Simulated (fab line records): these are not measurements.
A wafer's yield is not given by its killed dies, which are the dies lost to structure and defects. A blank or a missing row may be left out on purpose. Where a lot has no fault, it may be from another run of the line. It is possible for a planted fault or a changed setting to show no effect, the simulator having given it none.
Split-lot trial -- flow n5-finfet -- 39 wafers read from 7 lots, route of 1938 steps

ABOUT THE SPLIT
At N5_BEOL_M6_HM_DEP_02 (deposits TiN, target thk 20 nm), the setting target-thk-a was moved away from the recipe's 200 angstrom on 12 of the 39 wafers read, by -59.8% to +51.1%. This setting was run at the recipe's value on the other wafers.

FROM THE SPLIT TO THE READING: what the file shows between them, 4 steps
- N5_BEOL_M6_COAT_59: time 60 s, resist thk 100 nm
- N5_BEOL_M6_COAT_60: time 60 s, resist thk 35 nm
- N5_BEOL_M6_STRIP_68: strips in N2/H2
- N5_BEOL_M6_STRIP_67: strips in CF4

THE READING
oes-product-au, in a.u., at N5_BEOL_M6_HM_OPEN_17 (chemistry Cl2/BCl3, target TiN, target depth 20 nm, overetch 6 nm). Fault-free wafers of this fab line usually give 0.69 a.u., standard deviation 0.062 a.u.

wafer,"tool, chamber at the split","target-thk-a as run, angstrom",against the recipe,"oes-product-au, a.u.",against lot-mates on the recipe
L076.1,"pvd-sputter-03, -",200,recipe,0.83,-
L076.2,"pvd-sputter-03, -",200,recipe,0.83,-
L076.3,"pvd-sputter-03, -",200,recipe,0.83,-
L076.4,"pvd-sputter-03, -",200,recipe,0.84,-
L076.5,"pvd-sputter-03, -",200,recipe,0.83,-
L076.6,"pvd-sputter-03, -",200,recipe,0.82,-
L079.1,"pvd-sputter-02, -",200,recipe,0.68,-
L079.2,"pvd-sputter-02, -",200,recipe,0.74,-
L079.3,"pvd-sputter-02, -",266.7,+33.3%,0.77,+0.05
L079.4,"pvd-sputter-02, -",266.7,+33.3%,0.87,+0.15
L079.5,"pvd-sputter-02, -",200,recipe,0.74,-
L079.6,"pvd-sputter-02, -",266.7,+33.3%,0.76,+0.04
L083.1,"pvd-sputter-03, -",200,recipe,0.76,-
L083.2,"pvd-sputter-03, -",200,recipe,0.77,-
L083.4,"pvd-sputter-03, -",200,recipe,0.78,-
L087.1,"pvd-sputter-01, -",200,recipe,0.71,-
L087.2,"pvd-sputter-01, -",200,recipe,0.66,-
L087.3,"pvd-sputter-01, -",200,recipe,0.66,-
L087.4,"pvd-sputter-01, -",200,recipe,0.72,-
L087.5,"pvd-sputter-01, -",200,recipe,0.65,-
L087.6,"pvd-sputter-01, -",200,recipe,0.71,-
L092.1,"pvd-sputter-01, -",200,recipe,0.65,-
L092.2,"pvd-sputter-01, -",302.2,+51.1%,0.86,+0.19
L092.3,"pvd-sputter-01, -",302.2,+51.1%,0.74,+0.07
L092.4,"pvd-sputter-01, -",302.2,+51.1%,0.85,+0.18
L092.5,"pvd-sputter-01, -",200,recipe,0.65,-
L092.6,"pvd-sputter-01, -",200,recipe,0.71,-
L091.1,"pvd-sputter-02, -",200,recipe,0.72,-
L091.2,"pvd-sputter-02, -",80.38,-59.8%,0.43,-0.25
L091.3,"pvd-sputter-02, -",200,recipe,0.66,-
L091.4,"pvd-sputter-02, -",80.38,-59.8%,0.48,-0.20
L091.5,"pvd-sputter-02, -",200,recipe,0.66,-
L091.6,"pvd-sputter-02, -",80.38,-59.8%,0.48,-0.20
L095.1,"pvd-sputter-03, -",200,recipe,0.72,-
L095.2,"pvd-sputter-03, -",86.38,-56.8%,0.45,-0.23
L095.3,"pvd-sputter-03, -",200,recipe,0.66,-
L095.4,"pvd-sputter-03, -",86.38,-56.8%,0.49,-0.19
L095.5,"pvd-sputter-03, -",200,recipe,0.65,-
L095.6,"pvd-sputter-03, -",86.38,-56.8%,0.48,-0.20

FIT RESULTS
A straight line over all 39 wafers: oes-product-au changes by +0.00348 a.u. for each +1% of target-thk-a; r = +0.83; the points scatter about the line by 0.068 a.u.
The same after taking each lot's own level away (the mean of its wafers on the recipe; 39 wafers): +0.00327 a.u. for each +1%; r = +0.95; scatter 0.032 a.u.
On that fit, the largest move of target-thk-a shifts the reading by 0.2 a.u.
From 0.670 to 0.830 a.u.: that is the span of the lots' own levels, equal to 2.6 times the standard deviation above.
So the lot-to-lot level changes the slope little: the two slopes agree.
Check: -0.195 a.u. against its lot-mates is what the line predicts for one of the wafers moved furthest among these (-59.8%) when that wafer is left out of the fit. Against them it came out at -0.25 a.u.

THE WHOLE CHAIN: every reading that the file lists as answering this split, in the file's order
step,what it does,reading,change (the file's fit),r (the file's)
N5_BEOL_M6_HM_DEP_02,"deposits TiN, target thk 20 nm","TiN_of_BEOL_M6_HM_DEP_02.thk-nm (the simulator's own value, which no gauge read)",+0.2 nm for each +1% of the setting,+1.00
N5_BEOL_M6_HM_OPEN_17,"chemistry Cl2/BCl3, target TiN, target depth 20 nm, overetch 6 nm",oes-product-au,+0.00326 a.u. for each +1% of the setting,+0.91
N5_BEOL_M6_HM_OPEN_17,"chemistry Cl2/BCl3, target TiN, target depth 20 nm, overetch 6 nm","etch.depth-nm (the simulator's own value, which no gauge read)",+0.178 nm for each +1% of the setting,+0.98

THE FILE'S OWN FIT
oes-product-au changes by +0.00326 a.u. for each +1% of target-thk-a, r = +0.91.
